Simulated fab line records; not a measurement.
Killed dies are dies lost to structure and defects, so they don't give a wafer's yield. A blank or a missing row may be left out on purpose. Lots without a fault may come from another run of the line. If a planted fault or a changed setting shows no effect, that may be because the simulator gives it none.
Which of the tools did it?    flow n5Finfet    12 lots (36 wafers sampled), 1 step of a 1938-step route

## WHAT EACH GAUGE READ, for each wafer
N5_BEOL_M13_INSPECT_30: inspects for defects (macro).
lot   measured      on                rawDefectCount
L075  day 12 15:58  defectInspect-02  2 3 4
L079  day 12 19:43  defectInspect-02  1 2 6
L081  day 13 07:23  defectInspect-01  3 2 1
L080  day 13 12:37  defectInspect-02  2 0 2
L084  day 14 14:47  defectInspect-01  3 0 3
L086  day 14 17:26  defectInspect-02  2 2 4
L089  day 15 14:31  defectInspect-02  2 1 1
L087  day 15 17:26  defectInspect-02  1 1 3
L091  day 16 09:44  defectInspect-02  3 1 3
L094  day 16 14:14  defectInspect-01  4 7 0
L095  day 17 07:49  defectInspect-01  3 3 5
L097  day 17 19:46  defectInspect-01  1 2 3

## EACH LOT AND THE TOOL THAT RAN IT (in order: tool; ch and the chambers of the sampled wafers; start)
Record: no process step prior to these readings.

## THE ANSWER, worked out from the rows above alone
Rule: the usual values come from the lots themselves. Put in order of their means at a reading, lots are off if they are a third of the lots or fewer, leave a main group of 4 or more, and stand apart from it by a gap of 3 or more times the standard deviation of the main group's means; of several such gaps the widest counts. If all means in a main group match to the digits the tables above print for the reading, that group is not used. A lot without any number at a reading at which 4 lots or more have one is off too. Any other lot the step has rows for is counted as sound.
None of the lots is off at any reading shown; this tells nothing.

## WHAT THE SIMULATOR HAD PUT IN
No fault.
